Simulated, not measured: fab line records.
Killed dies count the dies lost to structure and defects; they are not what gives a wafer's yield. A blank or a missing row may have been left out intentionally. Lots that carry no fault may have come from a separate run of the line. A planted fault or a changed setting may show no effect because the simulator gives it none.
Matching of chambers :: flow n5-finfet :: N5_BEOL_M4_ETCH_63 on rie-diel-03: 4 sister chambers
The step etches SiARC in CF4, target depth 15.6 nm, time 26 s. 22 wafers are shown with their chamber, then 11 later ones without.

WAFERS PAIRED WITH THEIR CHAMBERS
wafer: L075.3
chamber: 0
showerhead-plenum-p-Torr (Torr): 2.17
drypump-motor-current-A (A): 5.0
throttle-valve-pct (%): 15.51

wafer: L075.4
chamber: 2
showerhead-plenum-p-Torr (Torr): 2.06
drypump-motor-current-A (A): 5.2
throttle-valve-pct (%): 15.91

wafer: L075.6
chamber: 1
showerhead-plenum-p-Torr (Torr): 2.11
drypump-motor-current-A (A): 5.8
throttle-valve-pct (%): 15.47

wafer: L077.1
chamber: 3
showerhead-plenum-p-Torr (Torr): 2.27
drypump-motor-current-A (A): 4.8
throttle-valve-pct (%): 15.38

wafer: L077.2
chamber: 2
showerhead-plenum-p-Torr (Torr): 2.05
drypump-motor-current-A (A): 5.3
throttle-valve-pct (%): 15.93

wafer: L077.5
chamber: 3
showerhead-plenum-p-Torr (Torr): 2.27
drypump-motor-current-A (A): 4.9
throttle-valve-pct (%): 15.38

wafer: L076.1
chamber: 1
showerhead-plenum-p-Torr (Torr): 2.11
drypump-motor-current-A (A): 5.8
throttle-valve-pct (%): 15.53

wafer: L076.5
chamber: 2
showerhead-plenum-p-Torr (Torr): 2.05
drypump-motor-current-A (A): 5.2
throttle-valve-pct (%): 15.96

wafer: L076.6
chamber: 3
showerhead-plenum-p-Torr (Torr): 2.27
drypump-motor-current-A (A): 4.9
throttle-valve-pct (%): 15.39

wafer: L081.1
chamber: 3
showerhead-plenum-p-Torr (Torr): 2.27
drypump-motor-current-A (A): 4.8
throttle-valve-pct (%): 15.39

wafer: L081.2
chamber: 2
showerhead-plenum-p-Torr (Torr): 2.05
drypump-motor-current-A (A): 5.2
throttle-valve-pct (%): 15.94

wafer: L081.4
chamber: 1
showerhead-plenum-p-Torr (Torr): 2.10
drypump-motor-current-A (A): 5.8
throttle-valve-pct (%): 15.52

wafer: L084.2
chamber: 0
showerhead-plenum-p-Torr (Torr): 2.16
drypump-motor-current-A (A): 5.0
throttle-valve-pct (%): 15.55

wafer: L084.4
chamber: 3
showerhead-plenum-p-Torr (Torr): 2.27
drypump-motor-current-A (A): 4.8
throttle-valve-pct (%): 15.40

wafer: L084.6
chamber: 3
showerhead-plenum-p-Torr (Torr): 2.27
drypump-motor-current-A (A): 4.8
throttle-valve-pct (%): 15.40

wafer: L088.1
chamber: 2
showerhead-plenum-p-Torr (Torr): 2.05
drypump-motor-current-A (A): 5.2
throttle-valve-pct (%): 15.97

wafer: L088.2
chamber: 1
showerhead-plenum-p-Torr (Torr): 2.10
drypump-motor-current-A (A): 5.8
throttle-valve-pct (%): 15.54

wafer: L088.4
chamber: 3
showerhead-plenum-p-Torr (Torr): 2.27
drypump-motor-current-A (A): 4.9
throttle-valve-pct (%): 15.41

wafer: L091.1
chamber: 3
showerhead-plenum-p-Torr (Torr): 2.26
drypump-motor-current-A (A): 4.9
throttle-valve-pct (%): 15.42

wafer: L091.3
chamber: 0
showerhead-plenum-p-Torr (Torr): 2.16
drypump-motor-current-A (A): 5.0
throttle-valve-pct (%): 15.58

wafer: L091.6
chamber: 3
showerhead-plenum-p-Torr (Torr): 2.26
drypump-motor-current-A (A): 4.8
throttle-valve-pct (%): 15.43

wafer: L093.1
chamber: 1
showerhead-plenum-p-Torr (Torr): 2.10
drypump-motor-current-A (A): 5.9
throttle-valve-pct (%): 15.11

SIGNATURES, as means of the wafers listed above
reading: showerhead-plenum-p-Torr
chamber 0: 2.1633
chamber 1: 2.1040
chamber 2: 2.0520
chamber 3: 2.2678
scatter within a chamber: 0.00484

reading: drypump-motor-current-A
chamber 0: 5.000
chamber 1: 5.820
chamber 2: 5.220
chamber 3: 4.844
scatter within a chamber: 0.0461

reading: throttle-valve-pct
chamber 0: 15.5467
chamber 1: 15.4340
chamber 2: 15.9420
chamber 3: 15.4000
scatter within a chamber: 0.0886
Rule: distance of a wafer from a chamber = root of the sum over the readings of ((wafer's reading minus chamber's mean) / reading's scatter) squared. The wafer belongs to the nearest chamber; if the next one is less than 2 further off, it can't be placed. How the scatter is found: for the shown wafers, subtract from each reading the mean of its chamber, square and add these, divide the total by (wafers less chambers), then take the root.

WAFERS WHOSE CHAMBER IS MISSING
wafer: L093.3
showerhead-plenum-p-Torr (Torr): 2.04
drypump-motor-current-A (A): 5.2
throttle-valve-pct (%): 16.00

wafer: L093.5
showerhead-plenum-p-Torr (Torr): 2.10
drypump-motor-current-A (A): 5.8
throttle-valve-pct (%): 15.10

wafer: L094.1
showerhead-plenum-p-Torr (Torr): 2.04
drypump-motor-current-A (A): 5.2
throttle-valve-pct (%): 16.01

wafer: L094.2
showerhead-plenum-p-Torr (Torr): 2.26
drypump-motor-current-A (A): 4.9
throttle-valve-pct (%): 15.44

wafer: L094.3
showerhead-plenum-p-Torr (Torr): 2.10
drypump-motor-current-A (A): 5.8
throttle-valve-pct (%): 15.10

wafer: L094.4
showerhead-plenum-p-Torr (Torr): 2.15
drypump-motor-current-A (A): 5.0
throttle-valve-pct (%): 15.60

wafer: L094.5
showerhead-plenum-p-Torr (Torr): 2.26
drypump-motor-current-A (A): 4.9
throttle-valve-pct (%): 15.44

wafer: L094.6
showerhead-plenum-p-Torr (Torr): 2.04
drypump-motor-current-A (A): 5.3
throttle-valve-pct (%): 16.00

wafer: L095.1
showerhead-plenum-p-Torr (Torr): 2.26
drypump-motor-current-A (A): 4.8
throttle-valve-pct (%): 15.43

wafer: L095.5
showerhead-plenum-p-Torr (Torr): 2.10
drypump-motor-current-A (A): 5.8
throttle-valve-pct (%): 15.12

wafer: L095.6
showerhead-plenum-p-Torr (Torr): 2.04
drypump-motor-current-A (A): 5.3
throttle-valve-pct (%): 15.99

EACH ONE'S CHAMBER
wafer: L093.3
from the rows above: 2
in truth: 2

wafer: L093.5
from the rows above: 1
in truth: 1

wafer: L094.1
from the rows above: 2
in truth: 2

wafer: L094.2
from the rows above: 3
in truth: 3

wafer: L094.3
from the rows above: 1
in truth: 1

wafer: L094.4
from the rows above: 0
in truth: 0

wafer: L094.5
from the rows above: 3
in truth: 3

wafer: L094.6
from the rows above: 2
in truth: 2

wafer: L095.1
from the rows above: 3
in truth: 3

wafer: L095.5
from the rows above: 1
in truth: 1

wafer: L095.6
from the rows above: 2
in truth: 2
Correctly placed: 11 of 11. Not placeable from these rows: 0. 0 placed wrongly.
